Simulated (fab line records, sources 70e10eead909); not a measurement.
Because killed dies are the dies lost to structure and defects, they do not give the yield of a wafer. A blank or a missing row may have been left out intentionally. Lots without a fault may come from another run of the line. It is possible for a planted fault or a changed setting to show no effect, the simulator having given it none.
Comparing a struck lot with a sound one :: flow nand-harc :: 18 out of 1159 route steps
Sound: wafers L142.2, L142.3, L142.5. The struck wafers were L147.1, L147.2, L147.5. The cause is named last.
Order at every step that has rows: each side's tool, ch and its chambers, its first start. Under that, the readings that differ: sound wafers :: struck wafers :: difference of the means :: sigmas: that difference in standard deviations of wafers without a fault.
alike: readings with means less than 2 such deviations apart, plus words and numbers identical on both sides. not compared: withheld readings, readings lacking a value on some wafer, bounds such as >300 that could conceal the same value, and numbers that have no deviation in the record and whose values overlap.
A row with sigmas, a row that says differs or no value, or rows on one side alone: a step with any of these is where the two part. When numbers do not overlap yet have no deviation, they are printed without sigmas and do not part them. A reading that every wafer of one side lacks parts them only if that side has two wafers or more.

NHARC_P_ZERO_WELL_CD_MEAS_37: target cd 720 nm.
  sound on cd-sem-01 ch 0, day 2 04:06; struck on cd-sem-03 ch 0, day 3 10:08
  alike: cd-nm
then, 1 step without rows for these wafers: NHARC_P_ZERO_WELL_HARDBAKE_38 (time 80 s).
NHARC_P_ZERO_WELL_DESCUM_39: chemistry O2, time 3 s.
  sound on rie-diel-08 ch 0,1,2, day 2 04:16; struck on rie-diel-08 ch 0,2, day 3 10:17
  alike: drypump-motor-current-A, oes-product-au, rf-vpp-V, showerhead-plenum-p-Torr, throttle-valve-pct
  not compared: rf-hours-counter-h
then, 9 steps without rows for these wafers: NHARC_P_ZERO_WELL_IMPLANT_40; NHARC_P_ZERO_WELL_IMPLANT_59; NHARC_P_ZERO_WELL_IMPLANT_60; NHARC_P_ZERO_WELL_STRIP_41 (strips in SPM, time 840 s); NHARC_P_ZERO_WELL_DEHYDRATE_44 (time 120 s); NHARC_P_ZERO_WELL_HMDS_45 (time 30 s); NHARC_P_ZERO_WELL_COAT_46; NHARC_P_ZERO_WELL_SOFTBAKE_47 (time 95 s); NHARC_P_ZERO_WELL_EBR_48.
NHARC_P_ZERO_WELL_EXPOSE_49: exposes mask P HVPW, target cd 2000 nm.
  sound on krf-scanner-04 ch 0, day 2 05:35; struck on krf-scanner-04 ch 0, day 3 11:37
reading: mask
sound: P_HVPW#0 P_HVPW#0 P_HVPW#0
struck: P_NWELL#0 P_NWELL#0 P_NWELL#0
difference: differs
sigmas: 
  alike: exposure-dose-mJ-cm2
then, 2 steps without rows for these wafers: NHARC_P_ZERO_WELL_PEB_50 (peb time 85 s); NHARC_P_ZERO_WELL_DEVELOP_51 (time 70 s).
NHARC_P_ZERO_WELL_CD_MEAS_52: target cd 2000 nm.
  sound on cd-sem-03 ch 0, day 2 05:44; struck on cd-sem-01 ch 0, day 3 11:47
reading: cd-nm (nm)
sound: 2000.5 1998.7 1999.2
struck: - - -
difference: no value on the struck wafers
sigmas: 
then, 1 step without rows for these wafers: NHARC_P_ZERO_WELL_HARDBAKE_53 (time 80 s).
-- record jumps: 18 days between struck wafers' starts before vs after; left off in module P_ZERO_WELL, resumes in module END, first step shown is number 1159 of the route --
NHARC_END_SORT_01:
  only the struck wafers appear in the record here, on prober-01 ch 0 at day 21 03:32; the sound ones have no rows

WHERE THEY PART
At NHARC_P_ZERO_WELL_EXPOSE_49 first; at NHARC_END_SORT_01 last (within this record only).

WHY: whatever the simulator had introduced
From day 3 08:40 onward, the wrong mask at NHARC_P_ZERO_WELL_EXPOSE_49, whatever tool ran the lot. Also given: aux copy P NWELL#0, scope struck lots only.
